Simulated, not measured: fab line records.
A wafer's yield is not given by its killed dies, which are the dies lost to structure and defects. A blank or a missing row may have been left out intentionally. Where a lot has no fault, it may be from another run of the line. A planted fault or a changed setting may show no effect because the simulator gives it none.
fab line records | flow nandHarc
record lots=11 wafers=33 lastDay=24
route steps=1159 shown A_CHANNEL_HOLE_D1@473 A_CHANNEL_FILL_D1@493 END@1159
lots with no fault: from the same line, run without faults
startH: the number of hours between the record's first day and the start of the first shown wafer of the lot | waitH: time in hours since the lot's previous step | " unchanged from the row above | L1.1+2: a single row standing in for several wafers | - either no value or no given start | * or withheld: withheld | < > ~ a bound
route shown NAME@n: a module of which the file shows steps, and the number in the route of the first | usual: average and standard deviation across the fault-free wafers | same: alike in all rows | chamber/n: place in a boat | sites: readings site by site | _std_site: the standard deviation of these | _edge_site: mean of outer sites minus mean of inner sites | radiusMm: how far each site lies from the wafer's centre | mask NAME#n: copy n | behind: the most recent tool/chamber to have shaped the wafer | hold: the reason the lot was held/the length of the hold in hours/how it ended | device: the n, p or np transistor that did not switch | end of line: the same wafers' tests at the end of the route | step lacking rows: just its recipe | killed: dies that structure and defects cost at the first sort, which is not the same as the wafer's yield | map: a wafer's dies, x killed, . not, _ none there
set.NAME: the setting as run; set.NAME@STEP: as run at that earlier step | model.NAME: the simulator's own value behind a step, which no gauge read
steps of the route over a sample of lots; a table a step, a row a wafer
services: the hour from which a tool's chamber was out of use, counted from the record's first day as startH (under 0 if before that day), plus the number of hours and why
## steps
# step NHARC_A_CHANNEL_HOLE_D1_ETCH_21
# recipe biasV=3000 sourceW=withheld pressureMtorr=20 timeS=514.3 arFlowSccm=375 c4f8FlowSccm=89.3 o2FlowSccm=35.7 tempC=-20 targetDepthA=16000 chemistry=C4F8/O2/Ar
# usual c4f8FlowSccm=89.32/0.25 drypumpMotorCurrentA=5.8/0.34 heBacksideLeakSccm=5.7/0.59 showerheadPlenumPTorr=3.77/0.12 throttleValvePct=32.154/0.0084
# columns lot.wafer tool chamber startH waitH c4f8FlowSccm drypumpMotorCurrentA heBacksideLeakSccm rfHoursCounterH showerheadPlenumPTorr throttleValvePct
L222.1 harEtch-01 1 175.22 0.3 89.39 5.4 6.1 185 3.83 32.140
L222.4 " 0 " " 89.50 5.5 6.1 - 3.60 32.162
L222.3 " 1 " " 89.26 5.4 6.0 - 3.83 32.136
L221.2 harEtch-01 1 179.87 0.3 89.25 5.4 5.9 189 3.83 32.166
L221.1 " 0 " " 89.01 5.5 6.2 189 3.60 32.158
L221.3 " 0 " " 89.25 5.5 6.3 - 3.60 32.146
L228.1 harEtch-02 0 217.99 0.3 89.49 5.9 5.2 115 3.87 32.150
L228.2 " 1 " " 89.29 6.3 6.9 115 3.87 32.158
L228.4 " 1 " " 89.47 6.3 4.9 - 3.87 32.154
L232.1 harEtch-01 1 254.04 0.3 89.10 5.4 6.1 219 3.81 32.162
L232.3 " 0 " " 89.70 5.6 6.3 - 3.58 32.163
L232.6 " 0 " " 89.40 5.6 6.5 - 3.58 32.154
L233.3 harEtch-01 0 258.26 0.3 89.15 5.6 6.6 - 3.58 32.149
L233.4 " 1 " " 89.67 5.4 6.1 - 3.81 32.154
L233.6 " 0 " " 89.04 5.6 6.2 - 3.58 32.153
L237.3 harEtch-01 0 264.08 0.3 89.23 5.6 6.7 - 3.57 32.164
L237.6 " 0 " " 89.25 5.5 6.5 - 3.57 32.153
L237.5 " 1 " " 89.86 5.4 6.2 - 3.80 32.147
L240.3 harEtch-02 0 283.88 0.3 89.50 5.9 5.4 - 3.85 32.148
L240.4 " 1 " " 89.38 6.3 5.2 - 3.85 32.136
L240.5 " 1 " " 89.02 6.3 4.9 - 3.85 32.154
L238.3 harEtch-01 0 287.81 0.3 89.53 5.5 6.7 - 3.57 32.161
L238.4 " 1 " " 89.53 5.4 6.0 - 3.80 32.145
L238.5 " 1 " " 88.88 5.4 5.8 - 3.80 32.167
L241.4 harEtch-01 1 293.42 0.3 89.24 5.4 6.0 - 3.80 32.147
L241.3 " 0 " " 89.35 5.5 6.4 - 3.57 32.157
L241.6 " 0 " " 89.22 5.5 6.4 - 3.57 32.143
L243.1 harEtch-01 0 302.50 0.3 89.43 5.5 6.3 245 3.56 32.148
L243.3 " 1 " " 89.53 5.4 6.6 - 3.79 32.152
L243.4 " 0 " " 89.19 5.5 6.3 - 3.57 32.148
L244.1 harEtch-02 0 304.71 0.3 89.05 5.9 5.4 158 3.84 32.145
L244.3 " 0 " " 88.97 5.9 5.3 - 3.84 32.159
L244.4 " 1 " " 89.26 6.3 5.2 - 3.84 32.155
# step NHARC_A_CHANNEL_HOLE_D1_ETCH_44
# recipe targetDepthA=1400 overetchA=140 timeS=77 ionEnergyEv=100 cf4FlowSccm=80 o2FlowSccm=20 arFlowSccm=0 rfW=300 biasW=100 chemistry=CF4/O2
# usual drypumpMotorCurrentA=5.7/0.46 oesProductAu=0.999/0.0074 rfFwdPowerW=297.8/1.1 rfVppV=197.3/1.3 showerheadPlenumPTorr=1.31/0.056 throttleValvePct=13.397/0.0085
# columns lot.wafer tool chamber startH waitH drypumpMotorCurrentA oesProductAu rfFwdPowerW rfHoursCounterH rfVppV showerheadPlenumPTorr throttleValvePct
L222.1 rieDiel-03 1 179.46 0.0 5.0 0.992 298.8 9 199.3 1.39 13.397
L222.4 " 3 " " 6.1 1.004 299.4 9 199.1 1.36 13.412
L222.3 " 0 " " 6.1 1.003 297.3 9 196.6 1.30 13.413
L221.2 rieDiel-03 3 184.14 0.1 6.1 1.014 297.6 9 195.8 1.36 13.414
L221.3 " 0 " " 6.1 1.005 296.1 9 197.5 1.30 13.385
L221.1 " 1 " " 5.0 1.001 296.4 9 198.5 1.39 13.395
L228.4 rieDiel-06 1 222.29 0.1 5.2 1.001 298.7 11 196.4 1.25 13.401
L228.2 " 2 " " 5.9 0.998 297.8 12 196.3 1.25 13.403
L228.1 " 0 " " 6.3 1.004 298.4 11 196.6 1.26 13.387
L232.1 rieDiel-12 0 258.25 0.1 6.5 0.993 297.8 3 197.1 1.29 13.391
L232.3 " 1 " " 5.2 0.996 297.1 3 198.4 1.35 13.412
L232.6 " 1 " " 5.2 1.008 297.4 - 198.4 1.35 13.391
L233.4 rieDiel-03 2 262.39 0.0 5.8 1.011 298.4 4 197.3 1.33 13.401
L233.3 " 3 " " 6.1 1.008 297.9 3 198.2 1.36 13.401
L233.6 " 3 " " 6.1 1.010 297.2 - 198.3 1.36 13.400
L237.3 rieDiel-03 3 268.26 0.1 6.1 0.997 299.0 4 199.7 1.36 13.392
L237.6 " 2 " " 5.9 1.017 298.5 - 197.2 1.33 13.393
L237.5 " 3 " " 6.1 1.008 297.2 - 199.2 1.36 13.411
L240.4 rieDiel-03 2 288.02 0.1 5.8 1.008 299.9 5 198.5 1.33 13.390
L240.3 " 0 " " 6.1 0.999 294.5 5 196.3 1.30 13.408
L240.5 " 2 " " 5.9 1.008 298.9 - 197.7 1.33 13.387
L238.3 rieDiel-06 0 291.96 0.1 6.3 0.995 298.5 3 196.2 1.26 13.377
L238.4 " 1 " " 5.2 0.998 298.6 3 196.7 1.25 13.401
L238.5 " 0 " " 6.3 0.994 297.3 - 196.7 1.26 13.404
L241.3 rieDiel-12 1 297.59 0.1 5.2 0.998 297.4 7 197.8 1.35 13.396
L241.6 " 1 " " 5.2 1.005 298.3 - 198.7 1.35 13.391
L241.4 " 2 " " 5.4 1.014 299.0 - 195.9 1.24 13.399
L243.1 rieDiel-06 3 306.74 0.1 5.4 0.991 297.9 4 198.5 1.40 13.392
L243.3 " 0 " " 6.3 0.996 297.9 4 196.4 1.26 13.384
L243.4 " 1 " " 5.1 1.003 297.2 - 196.4 1.25 13.398
L244.4 rieDiel-12 0 309.47 0.1 6.5 0.989 296.7 8 196.4 1.29 13.401
L244.3 " 1 " " 5.2 0.991 298.6 8 197.0 1.35 13.401
L244.1 " 2 " " 5.3 1.000 298.0 6 195.6 1.24 13.388
# step NHARC_A_CHANNEL_FILL_D1_ALD_03
# recipe targetThkA=60 pulseTimeS=60 aldCycles=58 tempC=630 pressureTorr=2 material=SiNx
# usual aldCycles=58/0 chamberPressureTorr=2.000/0.0048 precursorPulseHeightRel=0.999/0.02 susceptorTempC=630.01/0.28
# columns lot.wafer tool chamber startH waitH aldCycles chamberPressureTorr precursorPulseHeightRel susceptorTempC
L222.1 aldSinBatch-01 0 184.07 - 58 2.002 1.001 629.78
L222.3 " 0 " " 58 1.997 1.018 630.00
L222.4 " 0 " " 58 1.997 1.006 630.00
L221.1 aldSinBatch-01 0 188.75 - 58 2.008 1.033 630.05
L221.2 " 0 " " 58 1.997 0.998 630.24
L221.3 " 0 " " 58 1.999 0.999 629.77
L228.1 aldSinBatch-01 0 226.92 - 58 1.997 0.983 -
L228.2 " 0 " " 58 1.996 1.007 -
L228.4 " 0 " " 58 2.000 0.968 -
L232.1 aldSinBatch-01 - 263.86 - - - - -
L232.3 " - " " - - - -
L232.6 " - " " - - - -
L233.3 aldSinBatch-03 - 266.76 - - - - -
L233.4 " - " " - - - -
L233.6 " - " " - - - -
L237.3 aldSinBatch-02 0 272.87 - 58 1.998 0.980 630.48
L237.5 " 0 " " 58 1.997 1.001 630.29
L237.6 " 0 " " 58 2.001 0.995 630.10
L240.3 aldSinBatch-03 0 292.42 - 58 1.999 1.000 629.54
L240.4 " 0 " " 58 2.002 0.975 629.80
L240.5 " 0 " " 58 2.001 1.040 629.86
L238.3 aldSinBatch-01 0 296.58 - 58 1.998 1.006 629.88
L238.4 " 0 " " 58 2.000 1.032 629.85
L238.5 " 0 " " 58 1.996 0.999 630.24
L241.3 aldSinBatch-01 0 303.63 - 58 2.000 0.992 629.86
L241.4 " 0 " " 58 2.002 0.969 629.66
L241.6 " 0 " " 58 2.000 0.989 629.87
L243.1 aldSinBatch-02 0 309.65 - 58 1.991 0.983 -
L243.3 " 0 " " 58 1.994 0.984 -
L243.4 " 0 " " 58 1.998 0.968 -
L244.1 aldSinBatch-01 0 314.12 - 58 1.990 0.995 629.67
L244.3 " 0 " " 58 1.996 1.001 630.12
L244.4 " 0 " " 58 1.988 1.008 629.85
# step NHARC_A_CHANNEL_FILL_D1_ETCHBACK_20
# recipe targetDepthA=270 timeS=13.5 c4f8FlowSccm=withheld o2FlowSccm=8 arFlowSccm=withheld rfW=600 biasW=1500 chemistry=C4F8/O2/Ar
# usual oesProductAu=0.96/0.037 rfFwdPowerW=586.5/2.1 rfVppV=979/3.8
# columns lot.wafer tool chamber startH waitH oesProductAu rfFwdPowerW rfHoursCounterH rfVppV
L222.4 rieDiel-01 2 205.60 - 0.98 583.4 1 976
L222.3 " 0 " " 0.99 587.8 2 971
L222.1 " 1 " " 0.99 585.5 2 979
L221.2 rieDiel-01 2 212.20 - 0.99 584.6 1 977
L221.3 " 3 " " 1.01 585.2 2 976
L221.1 " 0 " " 1.00 584.9 2 972
L228.4 rieDiel-10 3 247.34 - 0.99 590.2 2 978
L228.1 " 1 " " 1.00 588.8 2 982
L228.2 " 2 " " 1.00 584.9 2 976
L233.4 rieDiel-01 0 284.43 - 0.92 584.2 3 970
L233.3 " 3 " " 0.93 583.0 3 974
L233.6 " 0 " " 0.92 586.7 - 971
L232.3 rieDiel-10 0 284.51 - 0.93 591.1 4 980
L232.1 " 3 " " 0.93 589.3 4 978
L232.6 " 1 " " 0.92 587.1 - 982
L237.3 rieDiel-10 1 293.85 - 0.92 585.2 4 982
L237.5 " 3 " " 0.93 587.7 - 976
L237.6 " 0 " " 0.93 590.3 - 978
L240.3 rieDiel-10 1 313.20 - 0.93 589.3 5 982
L240.4 " 3 " " 0.92 589.4 5 977
L240.5 " 0 " " 0.93 590.2 - 979
L238.4 rieDiel-10 2 318.54 - 0.92 583.4 4 977
L238.3 " 1 " " 0.92 583.3 5 982
L238.5 " 3 " " 0.92 587.5 - 978
L241.4 rieDiel-10 3 324.31 - 0.93 586.3 5 979
L241.3 " 0 " " 0.94 587.6 5 980
L241.6 " 1 " " 0.93 585.9 - 982
L243.3 rieDiel-01 1 330.19 - 0.99 582.8 0 979
L243.1 " 2 " " 1.00 586.9 0 978
L243.4 " 3 " " 1.00 585.2 0 974
L244.4 rieDiel-10 3 334.80 - 0.92 587.3 6 978
L244.1 " 1 " " 0.92 587.1 6 979
L244.3 " 2 " " 0.92 581.1 5 975
# step NHARC_END_SORT_01
# recipe tempC=25
# usual killedAtArray=27/10 killedAtOther=0.6/1 killedAtPeriphery=3.4/2.7 killedDies=31/9.7 killedOpen=3.4/1.7 killedShort=2.2/1.5
# same grossDies=677
# columns lot.wafer tool chamber startH waitH killedAtArray killedAtOther killedAtPeriphery killedDies killedOpen killedShort
L233.3 prober-02 0 513.36 3.1 677 0 0 677 1 2
L233.4 prober-02 0 514.15 3.4 676 0 1 677 2 4
L233.6 prober-02 0 515.73 4.0 676 1 0 677 2 3
L232.1 prober-01 0 526.28 2.5 674 0 3 677 5 1
L232.3 prober-01 0 527.90 3.1 677 0 0 677 2 3
L232.6 prober-01 0 530.33 4.1 677 0 0 677 2 0
# killed by level:class
L233.3 A_CHANNEL_FILL_D1:areaAld=651 A_CHANNEL_HOLE_D1:chamberFilmFlake=8 A_CONTACT:chamberFilmFlake=7 A_BLC:chamberFilmFlake=6 A_SGD_CUT:geometricParticle:short=1 A_WL_FILL:geometricParticle:short=1 A_WL_FILL:geometricParticle:open=1 A_ZERO_WELL:chamberFilmFlake=1
L233.4 A_CHANNEL_FILL_D1:areaAld=639 A_CHANNEL_HOLE_D1:chamberFilmFlake=16 A_BLC:chamberFilmFlake=7 A_CONTACT:chamberFilmFlake=4 A_STAIRCASE:chamberFilmFlake=2 A_WL_FILL:chamberFilmFlake=2 A_SOURCE_PLATE:geometricParticle:short=1 A_ONON_D1:geometricParticle:open=1
L233.6 A_CHANNEL_FILL_D1:areaAld=649 A_CHANNEL_HOLE_D1:chamberFilmFlake=16 A_CONTACT:chamberFilmFlake=4 A_SGD_CUT:geometricParticle:open=1 A_BLC:geometricParticle:short=1 A_BLC:geometricParticle:open=1 A_M1:geometricParticle:short=1 STARTING-WAFER:geometricParticle:short=1
L232.1 A_CHANNEL_FILL_D1:areaAld=645 A_CHANNEL_HOLE_D1:chamberFilmFlake=14 A_SLIT:chamberFilmFlake=8 A_CONTACT:chamberFilmFlake=3 P_M0:geometricParticle:open=1 P_M1:geometricParticle:open=1 P_M2:geometricParticle:open=1 A_CONTACT:geometricParticle:open=1
L232.3 A_CHANNEL_FILL_D1:areaAld=643 A_SLIT:chamberFilmFlake=14 A_CHANNEL_HOLE_D1:chamberFilmFlake=11 A_CONTACT:geometricParticle:open=2 A_SOURCE_PLATE:geometricParticle:short=1 A_CHANNEL_FILL_D1:geometricParticle:short=1 A_WL_FILL:geometricParticle:short=1 A_ZERO_WELL:chamberFilmFlake=1
L232.6 A_CHANNEL_FILL_D1:areaAld=646 A_CHANNEL_HOLE_D1:chamberFilmFlake=17 A_SLIT:chamberFilmFlake=9 A_CONTACT:chamberFilmFlake=2 A_ONON_D1:geometricParticle:open=1 A_BLC:geometricParticle:open=1 A_WL_FILL:chamberFilmFlake=1
## services
# columns tool chamber startH hours kind
rieDiel-10 3 156.42 5.4 repair
rieDiel-10 - 176.50 9.0 pm
rieDiel-06 - 176.75 0.8 repair
rieDiel-01 2 194.47 7.1 repair
rieDiel-10 2 197.85 5.3 repair
aldSinBatch-01 - 198.55 23.3 repair
rieDiel-06 1 201.22 9.3 repair
rieDiel-12 - 202.40 9.0 pm
rieDiel-10 2 209.00 8.1 repair
rieDiel-12 2 213.05 9.5 repair
rieDiel-03 - 215.40 9.0 pm
rieDiel-06 3 231.52 7.3 repair
rieDiel-06 - 241.25 9.0 pm
rieDiel-06 3 264.93 7.9 repair
rieDiel-12 3 294.69 9.0 repair
rieDiel-06 2 303.47 4.4 repair
harEtch-01 - 306.14 17.0 pm
harEtch-01 0 306.14 17.0 ventCycle
harEtch-01 1 306.14 17.0 ventCycle
aldSinBatch-03 - 314.00 26.0 pm
rieDiel-01 - 314.80 9.0 pm
harEtch-01 0 323.14 - clean
harEtch-01 0 323.14 - consumableReplace:focusRing
rieDiel-06 2 323.40 13.0 repair
## key
firstSign step=NHARC_A_CHANNEL_FILL_D1_ALD_03 reading=toolRecord direction=missing
effect step=NHARC_END_SORT_01 reading=killedDies direction=up sigmas=67 usual=31 struck=677
moreKillsBornAt NHARC_A_CHANNEL_FILL_D1_ALD_03@aldSinBatch-03=1939 NHARC_A_CHANNEL_FILL_D1_ALD_03@aldSinBatch-01=1934
metAt NHARC_A_CHANNEL_FILL_D1_ALD_03
struckLots L232,L233
laterRowsLeftOut L232.1,L232.3,L232.6,L233.3,L233.4,L233.6
testerLeftOut L232,L233
notActingAt NHARC_A_CHANNEL_HOLE_D1_ETCH_21,NHARC_A_CHANNEL_HOLE_D1_ETCH_44,NHARC_A_CHANNEL_FILL_D1_ETCHBACK_20
onsetBetween 226.92 263.86
fault kind=skippedStepWhole tool=aldSinBatch-01,aldSinBatch-03 chamber=- onsetH=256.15 steps=NHARC_A_CHANNEL_FILL_D1_ALD_03 scope=struckLotsOnly
# testerLeftOut: of these lots the tester's yield and bins aren't shown, on N5 and GAA mostly nor the transistor test; their killed dies are dies lost to structure and defects alone, not to doping, threshold or leakage, so they don't give the yield
# laterRowsLeftOut: the simulator's readings of these wafers behind a module that went badly wrong aren't trusted and aren't shown, but for the sort
